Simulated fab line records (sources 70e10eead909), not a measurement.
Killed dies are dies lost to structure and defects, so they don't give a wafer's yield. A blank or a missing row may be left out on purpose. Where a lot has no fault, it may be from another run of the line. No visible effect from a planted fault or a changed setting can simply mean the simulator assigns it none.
Matching of chambers / flow nand-harc / 4 sister chambers for NHARC_THIN_TSV_ETCHBACK_48 on rie-diel-07
The step etches the open film in C4F8/Ar, target depth 1028.5 nm, time 405.17 s. 20 wafers are shown with their chamber, then 10 later ones without.

== EACH WAFER AND ITS CHAMBER ==
wafer=L181.1; chamber=0; rf-vpp-V (V)=549; chamber-pressure-mTorr (mTorr)=24.999; oes-product-au (a.u.)=1.02
wafer=L181.3; chamber=1; rf-vpp-V (V)=551; chamber-pressure-mTorr (mTorr)=24.990; oes-product-au (a.u.)=1.01
wafer=L181.4; chamber=3; rf-vpp-V (V)=544; chamber-pressure-mTorr (mTorr)=24.995; oes-product-au (a.u.)=0.99
wafer=L182.2; chamber=3; rf-vpp-V (V)=546; chamber-pressure-mTorr (mTorr)=25.029; oes-product-au (a.u.)=1.00
wafer=L182.4; chamber=1; rf-vpp-V (V)=551; chamber-pressure-mTorr (mTorr)=25.012; oes-product-au (a.u.)=1.02
wafer=L182.5; chamber=3; rf-vpp-V (V)=543; chamber-pressure-mTorr (mTorr)=25.014; oes-product-au (a.u.)=1.00
wafer=L183.1; chamber=2; rf-vpp-V (V)=545; chamber-pressure-mTorr (mTorr)=24.988; oes-product-au (a.u.)=1.00
wafer=L183.5; chamber=3; rf-vpp-V (V)=542; chamber-pressure-mTorr (mTorr)=25.008; oes-product-au (a.u.)=1.00
wafer=L183.6; chamber=0; rf-vpp-V (V)=551; chamber-pressure-mTorr (mTorr)=25.004; oes-product-au (a.u.)=1.03
wafer=L187.3; chamber=0; rf-vpp-V (V)=550; chamber-pressure-mTorr (mTorr)=25.044; oes-product-au (a.u.)=0.94
wafer=L187.4; chamber=1; rf-vpp-V (V)=550; chamber-pressure-mTorr (mTorr)=25.011; oes-product-au (a.u.)=0.94
wafer=L187.5; chamber=1; rf-vpp-V (V)=552; chamber-pressure-mTorr (mTorr)=25.033; oes-product-au (a.u.)=0.94
wafer=L193.3; chamber=0; rf-vpp-V (V)=552; chamber-pressure-mTorr (mTorr)=25.031; oes-product-au (a.u.)=0.93
wafer=L193.5; chamber=2; rf-vpp-V (V)=545; chamber-pressure-mTorr (mTorr)=24.969; oes-product-au (a.u.)=0.92
wafer=L193.6; chamber=3; rf-vpp-V (V)=543; chamber-pressure-mTorr (mTorr)=25.000; oes-product-au (a.u.)=0.91
wafer=L198.2; chamber=1; rf-vpp-V (V)=552; chamber-pressure-mTorr (mTorr)=24.958; oes-product-au (a.u.)=1.01
wafer=L198.3; chamber=2; rf-vpp-V (V)=544; chamber-pressure-mTorr (mTorr)=25.023; oes-product-au (a.u.)=1.00
wafer=L198.5; chamber=2; rf-vpp-V (V)=546; chamber-pressure-mTorr (mTorr)=25.027; oes-product-au (a.u.)=1.01
wafer=L196.2; chamber=3; rf-vpp-V (V)=543; chamber-pressure-mTorr (mTorr)=25.026; oes-product-au (a.u.)=0.96
wafer=L196.4; chamber=0; rf-vpp-V (V)=548; chamber-pressure-mTorr (mTorr)=24.951; oes-product-au (a.u.)=0.99

SIGNATURES (means of the wafers above)
reading=rf-vpp-V; chamber 0=550.00; chamber 1=551.20; chamber 2=545.00; chamber 3=543.50; scatter within a chamber=1.23
reading=chamber-pressure-mTorr; chamber 0=25.00580; chamber 1=25.00080; chamber 2=25.00175; chamber 3=25.01200; scatter within a chamber=0.027
reading=oes-product-au; chamber 0=0.9820; chamber 1=0.9840; chamber 2=0.9825; chamber 3=0.9767; scatter within a chamber=0.0408
Rule: a wafer lies at a distance from a chamber equal to the root of the sum of squares, over the readings, of (its reading less the chamber's mean, divided by the reading's scatter). If the next closest chamber is less than 2 further off than the closest, the wafer can't be placed; otherwise it belongs to the closest. The scatter is the square root of a quotient: the sum, over the shown wafers, of each reading's squared deviation from its chamber's mean, divided by wafers minus chambers.

== WAFERS WITHOUT THEIR CHAMBER ==
wafer=L196.6; rf-vpp-V (V)=551; chamber-pressure-mTorr (mTorr)=25.009; oes-product-au (a.u.)=0.99
wafer=L202.2; rf-vpp-V (V)=543; chamber-pressure-mTorr (mTorr)=24.985; oes-product-au (a.u.)=0.98
wafer=L202.5; rf-vpp-V (V)=551; chamber-pressure-mTorr (mTorr)=25.027; oes-product-au (a.u.)=1.01
wafer=L202.6; rf-vpp-V (V)=551; chamber-pressure-mTorr (mTorr)=24.997; oes-product-au (a.u.)=1.00
wafer=L200.4; rf-vpp-V (V)=550; chamber-pressure-mTorr (mTorr)=25.012; oes-product-au (a.u.)=1.01
wafer=L200.5; rf-vpp-V (V)=543; chamber-pressure-mTorr (mTorr)=24.991; oes-product-au (a.u.)=1.01
wafer=L200.6; rf-vpp-V (V)=543; chamber-pressure-mTorr (mTorr)=25.042; oes-product-au (a.u.)=0.99
wafer=L203.3; rf-vpp-V (V)=546; chamber-pressure-mTorr (mTorr)=25.050; oes-product-au (a.u.)=0.92
wafer=L203.4; rf-vpp-V (V)=550; chamber-pressure-mTorr (mTorr)=24.994; oes-product-au (a.u.)=0.93
wafer=L203.5; rf-vpp-V (V)=545; chamber-pressure-mTorr (mTorr)=24.976; oes-product-au (a.u.)=0.92

== CHAMBER TAKEN BY EACH ==
wafer=L196.6; from the rows above=can't be placed: 1 or 0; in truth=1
wafer=L202.2; from the rows above=can't be placed: 3 or 2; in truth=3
wafer=L202.5; from the rows above=can't be placed: 1 or 0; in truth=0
wafer=L202.6; from the rows above=can't be placed: 1 or 0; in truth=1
wafer=L200.4; from the rows above=can't be placed: 0 or 1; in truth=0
wafer=L200.5; from the rows above=can't be placed: 3 or 2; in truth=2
wafer=L200.6; from the rows above=can't be placed: 3 or 2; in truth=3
wafer=L203.3; from the rows above=can't be placed: 2 or 3 or 0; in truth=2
wafer=L203.4; from the rows above=can't be placed: 0 or 1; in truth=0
wafer=L203.5; from the rows above=can't be placed: 2 or 3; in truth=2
0 of 10 placed correctly. These rows do not allow placing 10 (true chamber among the candidates in 10). 0 placed wrongly.
